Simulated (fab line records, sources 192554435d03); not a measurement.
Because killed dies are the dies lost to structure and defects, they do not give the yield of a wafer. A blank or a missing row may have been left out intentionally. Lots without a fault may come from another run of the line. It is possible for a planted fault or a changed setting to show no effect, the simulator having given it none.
fab line records    flow n5_finfet
record lots=24  wafers=72  last_day=17
route steps=1938 shown BEOL_M14@1772 MIM_TOP_LITHO@1849 MIM_BOT_ETCH@1866 PASS1_CAP@1873 TV_LITHO@1883 PAD_METAL@1893
lots that met no fault: from a run of the same line without faults
start_h: start of the lot's first displayed wafer, in hours after the record's first day    wait_h: hours since the lot's step before    " the same as in the row above    L1.1+2: one row covering several wafers at once    - no value present, or no start provided    * or withheld: withheld    < > ~ a bound
route shown NAME@n: NAME is a module with steps in the file, n the number in the route of the first one    usual: the fault-free wafers' mean and standard deviation    same: alike in all rows    chamber/n: place in a boat    sites: readings site by site    _std_site: how widely they spread, as a standard deviation    _edge_site: outer sites' mean less inner sites'    radius_mm: for every site, how far away it sits from the centre of the wafer    mask NAME#n: copy n    behind: the tool/chamber that last shaped the wafer    hold: what put the lot on hold/how long, in hours/how the hold closed    device: the transistor (n, p or np) that didn't switch    end of line: the route-end tests of the same wafers    where a step has no rows: the recipe by itself    killed: dies lost to structure and defects at the first sort, not the wafer's yield    map: the dies of a wafer, with x for killed, . for not killed, _ for no die there
set.NAME: the setting the step ran with; set.NAME@STEP: the setting that earlier step ran with    model.NAME: the simulator's own value behind a step, which no gauge read
steps of the route over a sample of lots; a table a step, a row a wafer
services: from which hour (start_h, from the record's first day; less than 0 if before it) a tool's chamber was out of use, for how many hours, and why
## steps
# step N5_BEOL_M14_INSPECT_55
# recipe inspect_instrument=darkfield  mode=post_dep
# usual raw_defect_count=78/23
lot.wafer  tool               chamber  start_h  wait_h  raw_defect_count
L074.1     defect_inspect-02  -        245.85   0.0     107
L074.4     "                  -        "        "       63
L074.6     "                  -        "        "       128
L075.1     defect_inspect-01  -        246.99   0.0     86
L075.4     "                  -        "        "       77
L075.6     "                  -        "        "       67
L076.2     defect_inspect-02  -        260.02   0.0     82
L076.3     "                  -        "        "       61
L076.4     "                  -        "        "       85
L077.2     defect_inspect-02  -        260.90   0.0     81
L077.3     "                  -        "        "       84
L077.5     "                  -        "        "       77
L078.1     defect_inspect-01  -        276.75   0.0     55
L078.2     "                  -        "        "       52
L078.3     "                  -        "        "       46
L079.3     defect_inspect-02  -        277.13   0.0     101
L079.4     "                  -        "        "       110
L079.5     "                  -        "        "       88
L081.2     defect_inspect-02  -        277.58   0.0     86
L081.3     "                  -        "        "       62
L081.4     "                  -        "        "       64
L080.2     defect_inspect-01  -        284.18   0.0     54
L080.3     "                  -        "        "       58
L080.6     "                  -        "        "       48
L083.1     defect_inspect-02  -        284.95   0.0     89
L083.5     "                  -        "        "       74
L083.6     "                  -        "        "       96
L082.1     defect_inspect-02  -        285.41   0.0     52
L082.4     "                  -        "        "       48
L082.5     "                  -        "        "       67
L084.1     defect_inspect-01  -        301.26   0.0     59
L084.2     "                  -        "        "       46
L084.4     "                  -        "        "       51
L086.1     defect_inspect-01  -        315.50   0.0     96
L086.2     "                  -        "        "       108
L086.4     "                  -        "        "       54
L087.2     defect_inspect-02  -        323.18   0.0     64
L087.4     "                  -        "        "       102
L087.5     "                  -        "        "       50
L085.3     defect_inspect-01  -        323.64   0.0     78
L085.4     "                  -        "        "       56
L085.5     "                  -        "        "       70
L088.3     defect_inspect-02  -        325.42   0.0     72
L088.4     "                  -        "        "       103
L088.5     "                  -        "        "       77
L089.1     defect_inspect-01  -        332.59   0.0     65
L089.2     "                  -        "        "       58
L089.6     "                  -        "        "       53
L090.1     defect_inspect-02  -        348.48   0.0     76
L090.4     "                  -        "        "       107
L090.5     "                  -        "        "       103
L091.3     defect_inspect-01  -        348.75   0.0     53
L091.4     "                  -        "        "       72
L091.5     "                  -        "        "       97
L092.1     defect_inspect-01  -        356.63   0.0     66
L092.2     "                  -        "        "       80
L092.5     "                  -        "        "       71
L093.3     defect_inspect-02  -        369.38   0.0     94
L093.4     "                  -        "        "       74
L093.6     "                  -        "        "       77
L094.1     defect_inspect-01  -        375.25   0.0     87
L094.4     "                  -        "        "       86
L094.5     "                  -        "        "       43
L096.3     defect_inspect-01  -        380.22   0.0     74
L096.5     "                  -        "        "       84
L096.6     "                  -        "        "       117
L097.1     defect_inspect-01  -        381.33   0.0     76
L097.2     "                  -        "        "       79
L097.5     "                  -        "        "       112
L095.1     defect_inspect-01  -        384.78   0.0     51
L095.4     "                  -        "        "       61
L095.6     "                  -        "        "       72
# step N5_MIM_TOP_LITHO_INSPECT_12
# recipe mode=adi  inspect_instrument=macro
# usual raw_defect_count=2.0/1.4
lot.wafer  tool               chamber  start_h  wait_h  raw_defect_count
L074.1     defect_inspect-01  -        258.44   0.0     2
L074.4     "                  -        "        "       3
L074.6     "                  -        "        "       6
L075.1     defect_inspect-02  -        259.54   0.0     2
L075.4     "                  -        "        "       1
L075.6     "                  -        "        "       0
L076.2     defect_inspect-01  -        268.79   0.0     3
L076.3     "                  -        "        "       2
L076.4     "                  -        "        "       1
L077.2     defect_inspect-02  -        270.68   0.0     4
L077.3     "                  -        "        "       1
L077.5     "                  -        "        "       1
L078.1     defect_inspect-02  -        285.76   0.0     2
L078.2     "                  -        "        "       2
L078.3     "                  -        "        "       2
L079.3     defect_inspect-02  -        286.03   0.0     4
L079.4     "                  -        "        "       0
L079.5     "                  -        "        "       2
L081.2     defect_inspect-01  -        287.14   0.0     3
L081.3     "                  -        "        "       0
L081.4     "                  -        "        "       1
L080.2     defect_inspect-01  -        291.84   0.0     5
L080.3     "                  -        "        "       2
L080.6     "                  -        "        "       5
L083.1     defect_inspect-02  -        295.14   0.0     1
L083.5     "                  -        "        "       1
L083.6     "                  -        "        "       2
L082.1     defect_inspect-02  -        297.97   0.0     2
L082.4     "                  -        "        "       0
L082.5     "                  -        "        "       1
L084.1     defect_inspect-01  -        312.86   0.0     0
L084.2     "                  -        "        "       5
L084.4     "                  -        "        "       3
L086.1     defect_inspect-01  -        327.19   0.0     4
L086.2     "                  -        "        "       4
L086.4     "                  -        "        "       3
L087.2     defect_inspect-01  -        334.07   0.0     1
L087.4     "                  -        "        "       3
L087.5     "                  -        "        "       1
L085.3     defect_inspect-01  -        334.24   0.0     0
L085.4     "                  -        "        "       0
L085.5     "                  -        "        "       4
L088.3     defect_inspect-01  -        336.47   0.0     2
L088.4     "                  -        "        "       1
L088.5     "                  -        "        "       1
L089.1     defect_inspect-02  -        342.78   0.0     1
L089.2     "                  -        "        "       2
L089.6     "                  -        "        "       0
L090.1     defect_inspect-02  -        364.14   0.0     3
L090.4     "                  -        "        "       6
L090.5     "                  -        "        "       2
L091.3     defect_inspect-02  -        366.36   0.0     4
L091.4     "                  -        "        "       1
L091.5     "                  -        "        "       3
L092.1     defect_inspect-02  -        373.78   0.0     1
L092.2     "                  -        "        "       1
L092.5     "                  -        "        "       2
L093.3     defect_inspect-02  -        379.25   0.0     3
L093.4     "                  -        "        "       2
L093.6     "                  -        "        "       2
L094.1     defect_inspect-02  -        384.61   0.0     2
L094.4     "                  -        "        "       2
L094.5     "                  -        "        "       4
L096.3     defect_inspect-02  -        388.61   0.0     2
L096.5     "                  -        "        "       1
L096.6     "                  -        "        "       3
L097.1     defect_inspect-01  -        394.60   0.1     2
L097.2     "                  -        "        "       4
L097.5     "                  -        "        "       0
L095.1     defect_inspect-01  -        395.54   0.0     3
L095.4     "                  -        "        "       1
L095.6     "                  -        "        "       1
# step N5_MIM_BOT_ETCH_ETCH_04
# recipe chemistry=CF4/O2  target=SiNx  target_depth_a=260  time_s=13  ion_energy_ev=100  pressure_mtorr=40  source_w=535  bias_w=49  Ar_flow_sccm=100  cf4_flow_sccm=100  O2_flow_sccm=10
# usual drypump_motor_current_A=5.5/0.52  oes_product_au=0.78/0.079  rf_fwd_power_W=531.9/1.7  rf_vpp_V=238/3.9  showerhead_plenum_p_Torr=2.20/0.088  throttle_valve_pct=16.07/0.24
# same time_s=13
lot.wafer  tool         chamber  start_h  wait_h  drypump_motor_current_A  oes_product_au  rf_fwd_power_W  rf_hours_counter_h  rf_vpp_V  showerhead_plenum_p_Torr  throttle_valve_pct
L074.1     rie_diel-06  0        259.36   0.0     4.8                      0.73            531.1           185                 232       2.11                      16.08
L074.4     "            0        "        "       4.8                      0.72            531.3           -                   232       2.11                      16.06
L074.6     "            1        "        "       5.6                      0.72            533.9           -                   246       2.19                      16.41
L075.1     rie_diel-06  2        260.41   0.0     5.3                      0.72            532.9           214                 233       2.17                      16.22
L075.4     "            1        "        "       5.6                      0.72            533.0           -                   246       2.19                      16.41
L075.6     "            2        "        "       5.3                      0.71            533.1           -                   234       2.17                      16.20
L076.2     rie_diel-05  0        269.76   0.0     5.9                      0.74            534.6           156                 241       2.31                      16.39
L076.3     "            3        "        "       6.4                      0.95            530.6           8                   238       2.35                      15.68
L076.4     "            2        "        "       5.4                      0.82            531.0           85                  239       2.30                      15.76
L077.2     rie_diel-05  2        271.52   0.0     5.3                      0.81            533.2           85                  240       2.30                      15.74
L077.3     "            3        "        "       6.4                      0.94            531.5           9                   237       2.35                      15.69
L077.5     "            0        "        "       5.9                      0.74            532.8           -                   240       2.31                      16.41
L078.1     rie_diel-04  0        286.92   0.0     5.7                      0.65            533.7           250                 240       2.25                      16.07
L078.2     "            1        "        "       5.9                      0.71            531.9           216                 240       2.08                      15.90
L078.3     "            3        "        "       5.1                      0.74            531.8           164                 239       2.20                      16.20
L079.3     rie_diel-04  2        287.57   0.0     6.3                      0.82            529.4           94                  235       2.14                      16.22
L079.4     "            1        "        "       5.9                      0.70            531.2           217                 240       2.08                      15.91
L079.5     "            3        "        "       5.1                      0.74            531.9           -                   239       2.20                      16.20
L081.2     rie_diel-05  0        288.47   0.0     5.9                      0.73            532.1           161                 241       2.31                      16.39
L081.3     "            2        "        "       5.4                      0.80            529.5           91                  240       2.30                      15.77
L081.4     "            1        "        "       5.1                      0.82            532.4           81                  238       2.15                      15.94
L080.2     rie_diel-04  3        292.82   0.0     5.1                      0.74            533.5           166                 241       2.20                      16.22
L080.3     "            1        "        "       5.8                      0.71            531.7           219                 240       2.08                      15.91
L080.6     "            3        "        "       5.1                      0.74            531.1           -                   241       2.20                      16.21
L083.1     rie_diel-06  3        295.98   0.0     4.8                      0.90            532.6           43                  238       2.33                      15.91
L083.5     "            2        "        "       5.3                      0.71            532.2           -                   235       2.17                      16.25
L083.6     "            1        "        "       5.6                      0.71            529.5           -                   248       2.18                      16.42
L082.1     rie_diel-04  3        299.26   0.0     5.1                      0.73            531.2           170                 240       2.20                      16.22
L082.4     "            3        "        "       5.1                      0.73            532.8           -                   239       2.20                      16.22
L082.5     "            2        "        "       6.3                      0.81            531.4           -                   235       2.14                      16.22
L084.1     rie_diel-06  1        314.20   0.0     5.6                      0.71            529.9           236                 247       2.18                      16.44
L084.2     "            0        "        "       4.8                      0.71            529.0           206                 231       2.10                      16.11
L084.4     "            3        "        "       4.9                      0.90            532.6           50                  238       2.33                      15.92
L086.1     rie_diel-04  0        328.29   0.0     5.8                      0.95            534.7           6                   240       2.25                      15.62
L086.2     "            1        "        "       5.9                      0.70            530.6           233                 241       2.08                      15.93
L086.4     "            2        "        "       6.3                      0.80            535.0           -                   234       2.14                      16.25
L087.2     rie_diel-05  0        334.92   0.0     5.8                      0.72            533.8           178                 240       2.30                      16.43
L087.4     "            1        "        "       5.1                      0.80            532.0           97                  235       2.15                      15.98
L087.5     "            0        "        "       5.9                      0.72            534.0           -                   239       2.30                      16.43
L085.3     rie_diel-04  2        335.26   0.0     6.3                      0.79            531.5           111                 237       2.14                      16.27
L085.4     "            0        "        "       5.8                      0.93            536.3           -                   240       2.25                      15.63
L085.5     "            2        "        "       6.3                      0.79            531.7           -                   236       2.14                      16.25
L088.3     rie_diel-06  0        337.44   0.0     4.8                      0.71            532.0           215                 230       2.10                      16.12
L088.4     "            2        "        "       5.3                      0.69            530.9           -                   235       2.16                      16.27
L088.5     "            0        "        "       4.8                      0.71            533.3           -                   231       2.10                      16.12
L089.1     rie_diel-06  3        343.95   0.0     4.8                      0.88            529.3           62                  237       2.32                      15.93
L089.2     "            0        "        "       4.8                      0.71            531.5           218                 231       2.10                      16.13
L089.6     "            3        "        "       4.9                      0.88            532.1           -                   239       2.32                      15.94
L090.1     rie_diel-04  2        364.97   0.0     6.3                      0.79            531.6           121                 235       2.13                      16.26
L090.4     "            1        "        "       5.8                      0.69            536.3           247                 239       2.07                      15.97
L090.5     "            1        "        "       5.9                      0.69            536.3           -                   241       2.07                      15.96
L091.3     rie_diel-06  1        368.43   0.0     5.6                      0.71            531.2           249                 246       2.18                      16.47
L091.4     "            1        "        "       5.6                      0.70            531.8           -                   248       2.18                      16.47
L091.5     "            3        "        "       4.9                      0.86            535.2           -                   237       2.32                      15.97
L092.1     rie_diel-05  0        374.75   0.0     5.9                      0.72            529.6           188                 241       2.30                      16.45
L092.2     "            1        "        "       5.1                      0.80            528.3           106                 238       2.14                      15.98
L092.5     "            0        "        "       5.9                      0.72            532.1           -                   240       2.30                      16.45
L093.3     rie_diel-05  2        380.15   0.0     5.4                      0.76            530.4           118                 240       2.29                      15.83
L093.4     "            1        "        "       5.1                      0.80            531.0           108                 238       2.14                      15.99
L093.6     "            3        "        "       6.4                      0.85            531.0           -                   236       2.33                      15.74
L094.1     rie_diel-05  1        385.59   0.0     5.1                      0.80            531.4           109                 236       2.14                      16.00
L094.4     "            3        "        "       6.4                      0.86            529.7           45                  236       2.33                      15.75
L094.5     "            3        "        "       6.4                      0.86            528.3           -                   237       2.33                      15.75
L096.3     rie_diel-05  1        389.45   0.0     5.1                      0.79            529.9           111                 237       2.14                      15.99
L096.5     "            3        "        "       6.4                      0.85            533.2           -                   236       2.33                      15.76
L096.6     "            0        "        "       5.9                      0.72            532.2           -                   241       2.29                      16.44
L097.1     rie_diel-06  3        395.49   0.0     4.9                      0.84            534.2           82                  240       2.32                      15.98
L097.2     "            2        "        "       5.3                      0.95            529.6           9                   233       2.16                      15.85
L097.5     "            3        "        "       4.9                      0.84            531.5           -                   238       2.32                      15.98
L095.1     rie_diel-06  2        396.47   0.0     5.3                      0.95            532.3           10                  233       2.16                      15.86
L095.4     "            3        "        "       4.9                      0.84            529.4           -                   239       2.32                      15.98
L095.6     "            2        "        "       5.3                      0.94            531.7           -                   234       2.16                      15.84
# step N5_PASSIVATION_PECVD_55
# recipe material=SiO2  target_thk_a=4000  temp_c=400  precursor=SiH4/N2O  pressure_torr=2.7  rf_w=608  time_s=22.5
# usual heater_power_w=647/85  rf_fwd_power_W=600.8/2.3  showerhead_plenum_p_Torr=8.12/0.067  throttle_valve_pct=51.0/1.7
# same time_s=22.5
lot.wafer  tool      chamber  start_h  wait_h  heater_power_w  rf_fwd_power_W  showerhead_plenum_p_Torr  throttle_valve_pct
L074.1     pecvd-03  0        260.18   0.0     597             601.7           8.10                      51.0
L074.4     "         1        "        "       737             602.6           8.20                      52.2
L074.6     "         0        "        "       587             604.0           8.11                      50.8
L075.1     pecvd-03  1        261.23   0.0     794             601.6           8.19                      52.1
L075.4     "         0        "        "       671             600.9           8.09                      51.0
L075.6     "         1        "        "       642             598.8           8.18                      52.1
L076.2     pecvd-01  2        270.63   0.0     654             600.1           8.18                      50.5
L076.3     "         1        "        "       788             598.5           8.02                      54.2
L076.4     "         0        "        "       554             601.1           8.09                      50.8
L077.2     pecvd-02  2        272.34   0.0     665             602.1           8.10                      49.2
L077.3     "         0        "        "       765             603.9           8.19                      49.2
L077.5     "         2        "        "       678             601.0           8.10                      49.0
L078.1     pecvd-02  1        287.86   0.0     613             601.3           8.12                      52.6
L078.2     "         0        "        "       618             602.1           8.18                      49.3
L078.3     "         2        "        "       602             600.6           8.12                      49.4
L079.3     pecvd-01  1        288.41   0.1     681             597.3           8.06                      53.8
L079.4     "         2        "        "       625             598.3           8.19                      50.8
L079.5     "         1        "        "       718             598.3           8.06                      53.9
L081.2     pecvd-01  1        289.29   0.0     810             596.6           8.05                      53.6
L081.3     "         1        "        "       811             597.3           8.05                      53.9
L081.4     "         2        "        "       666             596.6           8.17                      50.8
L080.2     pecvd-03  2        293.64   0.0     524             600.7           8.01                      47.9
L080.3     "         0        "        "       615             597.2           8.12                      51.2
L080.6     "         1        "        "       777             602.5           8.19                      52.0
L083.1     pecvd-03  0        297.21   0.0     657             597.1           8.11                      51.2
L083.5     "         2        "        "       581             599.9           7.97                      47.7
L083.6     "         1        "        "       750             601.1           8.19                      52.1
L082.1     pecvd-02  2        300.60   0.0     637             602.1           8.10                      49.4
L082.4     "         1        "        "       622             602.9           8.14                      52.6
L082.5     "         2        "        "       667             602.1           8.10                      49.2
L084.1     pecvd-01  0        315.02   0.0     495             604.1           8.09                      50.9
L084.2     "         1        "        "       751             598.5           8.03                      54.0
L084.4     "         1        "        "       764             597.3           8.05                      53.8
L086.1     pecvd-01  0        329.11   0.0     486             603.1           8.09                      50.8
L086.2     "         1        "        "       799             597.0           8.02                      53.9
L086.4     "         0        "        "       487             599.6           8.10                      50.9
L087.2     pecvd-02  1        335.75   0.0     624             599.3           8.15                      52.5
L087.4     "         2        "        "       659             604.9           8.12                      49.4
L087.5     "         1        "        "       647             601.0           8.15                      52.6
L085.3     pecvd-03  0        336.08   0.0     674             599.0           8.11                      51.1
L085.4     "         1        "        "       649             601.5           8.18                      52.2
L085.5     "         2        "        "       464             601.3           7.98                      48.2
L088.3     pecvd-01  1        338.31   0.0     719             599.0           8.06                      53.8
L088.4     "         2        "        "       639             597.8           8.18                      50.9
L088.5     "         2        "        "       676             598.9           8.19                      50.6
L089.1     pecvd-03  1        344.78   0.0     736             602.8           8.18                      52.1
L089.2     "         2        "        "       517             601.6           8.00                      48.3
L089.6     "         2        "        "       540             599.7           8.00                      48.3
L090.1     pecvd-02  1        365.79   0.0     575             599.9           8.17                      52.5
L090.4     "         1        "        "       617             599.4           8.16                      52.6
L090.5     "         2        "        "       668             603.2           8.13                      49.4
L091.3     pecvd-02  1        369.63   0.0     656             601.8           8.17                      52.5
L091.4     "         1        "        "       680             599.5           8.13                      52.7
L091.5     "         0        "        "       771             603.2           8.17                      49.6
L092.1     pecvd-01  2        375.61   0.0     687             601.2           8.18                      50.9
L092.2     "         1        "        "       783             599.0           8.06                      54.1
L092.5     "         2        "        "       538             601.0           8.19                      50.7
L093.3     pecvd-03  2        380.97   0.0     590             600.9           8.00                      48.4
L093.4     "         2        "        "       569             604.9           8.01                      48.4
L093.6     "         1        "        "       769             598.8           8.19                      52.3
L094.1     pecvd-03  0        386.47   0.0     646             599.8           8.11                      51.3
L094.4     "         0        "        "       654             602.2           8.12                      51.4
L094.5     "         2        "        "       465             604.2           8.01                      48.1
L096.3     pecvd-01  0        390.39   0.0     555             601.4           8.11                      50.8
L096.5     "         2        "        "       706             600.1           8.18                      51.1
L096.6     "         0        "        "       552             602.2           8.10                      50.9
L097.1     pecvd-01  2        396.31   0.0     617             596.2           8.19                      51.1
L097.2     "         0        "        "       495             600.7           8.09                      50.9
L097.5     "         0        "        "       523             601.1           8.08                      51.1
L095.1     pecvd-03  0        397.31   0.0     630             601.0           8.10                      51.1
L095.4     "         2        "        "       562             603.3           8.00                      48.4
L095.6     "         0        "        "       648             601.1           8.11                      51.0
# step N5_PASSIVATION_CD_MEAS_10
# recipe target_cd_nm=3000  landing_energy_ev=500  detector=se_inlens
# usual cd_nm=3000.6/2.1
lot.wafer  tool       chamber  start_h  wait_h  cd_nm
L075.1     cd_sem-01  0        262.43   -       3002.6
L075.4     "          0        "        "       2999.1
L075.6     "          0        "        "       3002.8
L074.1     cd_sem-03  0        262.83   -       3001.5
L074.4     "          0        "        "       3001.2
L074.6     "          0        "        "       3003.6
L076.2     cd_sem-01  0        274.58   -       2996.4
L076.3     "          0        "        "       3000.3
L076.4     "          0        "        "       2995.4
L077.2     cd_sem-02  0        274.74   -       3003.3
L077.3     "          0        "        "       3001.5
L077.5     "          0        "        "       3005.2
L079.3     cd_sem-03  0        289.49   -       3004.9
L079.4     "          0        "        "       3005.6
L079.5     "          0        "        "       3007.0
L078.1     cd_sem-02  0        289.73   -       2998.7
L078.2     "          0        "        "       2999.8
L078.3     "          0        "        "       3002.4
L081.2     cd_sem-02  0        290.97   -       3000.7
L081.3     "          0        "        "       3000.9
L081.4     "          0        "        "       2999.5
L080.2     cd_sem-02  0        294.06   -       3000.4
L080.3     "          0        "        "       3001.4
L080.6     "          0        "        "       3000.6
L083.1     cd_sem-01  0        298.83   -       3000.8
L083.5     "          0        "        "       3002.1
L083.6     "          0        "        "       3003.1
L082.1     cd_sem-02  0        302.31   -       2998.8
L082.4     "          0        "        "       2998.9
L082.5     "          0        "        "       2998.7
L084.1     cd_sem-02  0        315.75   -       3001.6
L084.2     "          0        "        "       3001.4
L084.4     "          0        "        "       3001.0
L086.1     cd_sem-03  0        330.22   -       2998.1
L086.2     "          0        "        "       3001.5
L086.4     "          0        "        "       3003.5
L087.2     cd_sem-03  0        336.28   -       3000.6
L087.4     "          0        "        "       3002.2
L087.5     "          0        "        "       3001.8
L085.3     cd_sem-03  0        338.99   -       3000.5
L085.4     "          0        "        "       3000.3
L085.5     "          0        "        "       2998.8
L088.3     cd_sem-01  0        339.15   -       2999.6
L088.4     "          0        "        "       2999.6
L088.5     "          0        "        "       3001.0
L089.1     cd_sem-03  0        345.18   -       3000.8
L089.2     "          0        "        "       2997.8
L089.6     "          0        "        "       3000.2
L090.1     cd_sem-02  0        366.82   -       3002.1
L090.4     "          0        "        "       3001.1
L090.5     "          0        "        "       3001.0
L091.3     cd_sem-02  0        370.03   -       3001.7
L091.4     "          0        "        "       3000.7
L091.5     "          0        "        "       3004.6
L092.1     cd_sem-01  0        376.72   -       2998.8
L092.2     "          0        "        "       2997.7
L092.5     "          0        "        "       2999.3
L093.3     cd_sem-02  0        381.54   -       3000.5
L093.4     "          0        "        "       3001.5
L093.6     "          0        "        "       3002.9
L094.1     cd_sem-01  0        386.99   -       2999.8
L094.4     "          0        "        "       2999.4
L094.5     "          0        "        "       2998.4
L096.3     cd_sem-03  0        390.83   -       3000.0
L096.5     "          0        "        "       3002.2
L096.6     "          0        "        "       3002.7
L097.1     cd_sem-01  0        397.11   -       2999.7
L097.2     "          0        "        "       3000.2
L097.5     "          0        "        "       3001.1
L095.1     cd_sem-01  0        398.18   -       2997.1
L095.4     "          0        "        "       2998.4
L095.6     "          0        "        "       2998.1
# step N5_PASSIVATION_DEGAS_18
# recipe ambient=vacuum  temp_c=300  time_s=60
# usual heater_power_w=464/33
# same time_s=60
lot.wafer  tool            chamber  start_h  wait_h  heater_power_w
L075.1     pvd_sputter-01  -        263.65   0.2     472
L075.4     "               -        "        "       499
L075.6     "               -        "        "       499
L074.1     pvd_sputter-01  -        264.21   0.3     416
L074.4     "               -        "        "       500
L074.6     "               -        "        "       498
L076.2     pvd_sputter-02  -        275.77   0.4     513
L076.3     "               -        "        "       514
L076.4     "               -        "        "       505
L077.2     pvd_sputter-02  -        276.83   1.3     444
L077.3     "               -        "        "       497
L077.5     "               -        "        "       481
L079.3     pvd_sputter-01  -        290.83   0.7     475
L079.4     "               -        "        "       496
L079.5     "               -        "        "       484
L078.1     pvd_sputter-01  -        291.25   0.7     506
L078.2     "               -        "        "       443
L078.3     "               -        "        "       428
L081.2     pvd_sputter-03  -        292.80   0.6     466
L081.3     "               -        "        "       399
L081.4     "               -        "        "       427
L080.2     pvd_sputter-02  -        296.94   2.2     488
L080.3     "               -        "        "       494
L080.6     "               -        "        "       509
L083.1     pvd_sputter-02  -        299.84   0.2     490
L083.5     "               -        "        "       451
L083.6     "               -        "        "       489
L082.1     pvd_sputter-02  -        303.30   0.2     485
L082.4     "               -        "        "       500
L082.5     "               -        "        "       498
L084.1     pvd_sputter-03  -        320.59   4.2     443
L084.2     "               -        "        "       463
L084.4     "               -        "        "       435
L086.1     pvd_sputter-03  -        331.23   0.2     466
L086.2     "               -        "        "       393
L086.4     "               -        "        "       458
L087.2     pvd_sputter-03  -        336.94   0.0     462
L087.4     "               -        "        "       420
L087.5     "               -        "        "       451
L085.3     pvd_sputter-01  -        339.75   0.1     470
L085.4     "               -        "        "       437
L085.5     "               -        "        "       470
L088.3     pvd_sputter-02  -        341.34   1.3     516
L088.4     "               -        "        "       498
L088.5     "               -        "        "       500
L089.1     pvd_sputter-01  -        346.53   0.7     511
L089.2     "               -        "        "       433
L089.6     "               -        "        "       482
L090.1     pvd_sputter-03  -        367.70   0.1     397
L090.4     "               -        "        "       410
L090.5     "               -        "        "       481
L091.3     pvd_sputter-02  -        370.92   0.1     448
L091.4     "               -        "        "       490
L091.5     "               -        "        "       511
L092.1     pvd_sputter-01  -        378.19   0.7     443
L092.2     "               -        "        "       481
L092.5     "               -        "        "       449
L093.3     pvd_sputter-03  -        382.87   0.3     467
L093.4     "               -        "        "       424
L093.6     "               -        "        "       453
L094.1     pvd_sputter-01  -        387.72   0.1     495
L094.4     "               -        "        "       435
L094.5     "               -        "        "       453
L096.3     pvd_sputter-01  -        391.55   0.1     444
L096.5     "               -        "        "       428
L096.6     "               -        "        "       474
L097.1     pvd_sputter-02  -        398.25   0.5     433
L097.2     "               -        "        "       494
L097.5     "               -        "        "       512
L095.1     pvd_sputter-02  -        399.23   0.4     502
L095.4     "               -        "        "       497
L095.6     "               -        "        "       492
## services
tool            chamber  start_h  hours  kind
pecvd-01        -        246.76   2.8    pm
rie_diel-06     3        258.82   2.4    repair
pecvd-01        0        274.91   19.8   repair
pecvd-03        1        312.99   7.4    repair
pvd_sputter-02  -        316.01   7.5    repair
pecvd-02        -        316.90   14.6   pm
rie_diel-04     3        323.85   12.5   repair
rie_diel-04     2        328.65   1.8    repair
rie_diel-06     1        330.77   13.6   repair
pecvd-01        0        335.00   5.5    scheduled_down
pecvd-01        -        339.16   6.0    pm
pvd_sputter-03  -        341.29   2.4    repair
pvd_sputter-03  -        345.62   20.9   repair
rie_diel-05     -        352.93   2.8    pm
pvd_sputter-02  -        358.07   3.6    repair
rie_diel-06     2        358.97   -      clean
rie_diel-06     2        358.97   -      consumable_replace:focus_ring
rie_diel-06     2        358.97   15.0   scheduled_down
rie_diel-06     2        358.97   15.0   vent_cycle
rie_diel-05     -        366.99   4.3    pm
pecvd-01        0        378.82   2.1    scheduled_down
pecvd-01        1        383.62   -      clean
pecvd-01        1        383.62   -      consumable_replace:showerhead
rie_diel-06     1        386.04   1.5    repair
## key
fault none
